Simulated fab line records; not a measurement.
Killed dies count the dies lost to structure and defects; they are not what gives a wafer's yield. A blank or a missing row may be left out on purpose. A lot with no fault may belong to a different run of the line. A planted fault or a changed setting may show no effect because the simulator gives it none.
Chamber matching :: flow n5Finfet :: 3 sister chambers for N5_BEOL_M4_DEP_57 on pecvd-03
The step deposits SiCN from 3MS/NH3, target thk 8 nm, time 14 s. 18 wafers are shown with their chamber, then 9 later ones without.

## WAFERS PAIRED WITH THEIR CHAMBERS
wafer: L075.3
chamber: 2
throttleValvePct (%): 8.5
showerheadPlenumPTorr (Torr): 3.670
chamberPressureTorr (Torr): 2.997

wafer: L075.4
chamber: 1
throttleValvePct (%): 9.5
showerheadPlenumPTorr (Torr): 3.664
chamberPressureTorr (Torr): 2.998

wafer: L075.6
chamber: 2
throttleValvePct (%): 8.6
showerheadPlenumPTorr (Torr): 3.668
chamberPressureTorr (Torr): 3.003

wafer: L076.1
chamber: 2
throttleValvePct (%): 8.8
showerheadPlenumPTorr (Torr): 3.674
chamberPressureTorr (Torr): 2.985

wafer: L076.2
chamber: 1
throttleValvePct (%): 9.6
showerheadPlenumPTorr (Torr): 3.663
chamberPressureTorr (Torr): 3.000

wafer: L076.5
chamber: 2
throttleValvePct (%): 8.6
showerheadPlenumPTorr (Torr): 3.664
chamberPressureTorr (Torr): 2.988

wafer: L081.1
chamber: 1
throttleValvePct (%): 9.4
showerheadPlenumPTorr (Torr): 3.660
chamberPressureTorr (Torr): 2.997

wafer: L081.3
chamber: 0
throttleValvePct (%): 8.9
showerheadPlenumPTorr (Torr): 3.655
chamberPressureTorr (Torr): 2.995

wafer: L081.6
chamber: 1
throttleValvePct (%): 9.7
showerheadPlenumPTorr (Torr): 3.665
chamberPressureTorr (Torr): 2.999

wafer: L085.2
chamber: 1
throttleValvePct (%): 9.4
showerheadPlenumPTorr (Torr): 3.680
chamberPressureTorr (Torr): 2.998

wafer: L085.3
chamber: 0
throttleValvePct (%): 8.8
showerheadPlenumPTorr (Torr): 3.660
chamberPressureTorr (Torr): 3.001

wafer: L085.5
chamber: 1
throttleValvePct (%): 9.3
showerheadPlenumPTorr (Torr): 3.662
chamberPressureTorr (Torr): 3.001

wafer: L087.3
chamber: 0
throttleValvePct (%): 9.0
showerheadPlenumPTorr (Torr): 3.648
chamberPressureTorr (Torr): 3.006

wafer: L087.4
chamber: 2
throttleValvePct (%): 8.4
showerheadPlenumPTorr (Torr): 3.689
chamberPressureTorr (Torr): 2.998

wafer: L087.5
chamber: 1
throttleValvePct (%): 9.8
showerheadPlenumPTorr (Torr): 3.675
chamberPressureTorr (Torr): 3.000

wafer: L088.1
chamber: 1
throttleValvePct (%): 9.4
showerheadPlenumPTorr (Torr): 3.667
chamberPressureTorr (Torr): 2.998

wafer: L088.2
chamber: 0
throttleValvePct (%): 8.9
showerheadPlenumPTorr (Torr): 3.656
chamberPressureTorr (Torr): 2.999

wafer: L088.3
chamber: 2
throttleValvePct (%): 8.5
showerheadPlenumPTorr (Torr): 3.684
chamberPressureTorr (Torr): 2.994

SIGNATURES (averages over the wafers above)
reading: throttleValvePct
chamber 0: 8.900
chamber 1: 9.512
chamber 2: 8.567
scatter within a chamber: 0.147

reading: showerheadPlenumPTorr
chamber 0: 3.65475
chamber 1: 3.66700
chamber 2: 3.67483
scatter within a chamber: 0.00767

reading: chamberPressureTorr
chamber 0: 3.00025
chamber 1: 2.99887
chamber 2: 2.99417
scatter within a chamber: 0.00446
Rule: a wafer's distance from a chamber is the root of the sum, over the readings, of the square of ((its reading less the chamber's mean) divided by the reading's scatter). The wafer belongs to the nearest chamber; if the next one is less than 2 further off, it can't be placed. How the scatter is found: for the shown wafers, subtract from each reading the mean of its chamber, square and add these, divide the total by (wafers less chambers), then take the root.

## WAFERS WITHOUT THEIR CHAMBER
wafer: L090.1
throttleValvePct (%): 8.8
showerheadPlenumPTorr (Torr): 3.649
chamberPressureTorr (Torr): 2.993

wafer: L090.2
throttleValvePct (%): 9.4
showerheadPlenumPTorr (Torr): 3.670
chamberPressureTorr (Torr): 2.991

wafer: L090.6
throttleValvePct (%): 9.0
showerheadPlenumPTorr (Torr): 3.649
chamberPressureTorr (Torr): 3.002

wafer: L091.1
throttleValvePct (%): 9.3
showerheadPlenumPTorr (Torr): 3.659
chamberPressureTorr (Torr): 3.005

wafer: L091.4
throttleValvePct (%): 9.6
showerheadPlenumPTorr (Torr): 3.665
chamberPressureTorr (Torr): 2.998

wafer: L091.5
throttleValvePct (%): 9.0
showerheadPlenumPTorr (Torr): 3.663
chamberPressureTorr (Torr): 3.002

wafer: L093.2
throttleValvePct (%): 8.6
showerheadPlenumPTorr (Torr): 3.680
chamberPressureTorr (Torr): 2.982

wafer: L093.3
throttleValvePct (%): 9.3
showerheadPlenumPTorr (Torr): 3.667
chamberPressureTorr (Torr): 3.009

wafer: L093.6
throttleValvePct (%): 8.5
showerheadPlenumPTorr (Torr): 3.685
chamberPressureTorr (Torr): 3.000

## EACH ONE'S CHAMBER
wafer: L090.1
from the rows above: can't be placed: 0 or 2
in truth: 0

wafer: L090.2
from the rows above: 1
in truth: 1

wafer: L090.6
from the rows above: 0
in truth: 0

wafer: L091.1
from the rows above: can't be placed: 1 or 0
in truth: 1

wafer: L091.4
from the rows above: 1
in truth: 1

wafer: L091.5
from the rows above: 0
in truth: 0

wafer: L093.2
from the rows above: 2
in truth: 2

wafer: L093.3
from the rows above: can't be placed: 1 or 0
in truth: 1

wafer: L093.6
from the rows above: 2
in truth: 2
Placed correctly: 6 of 9. Not placeable from these rows: 3 (in 3, the candidates include the true chamber). 0 placed wrongly.
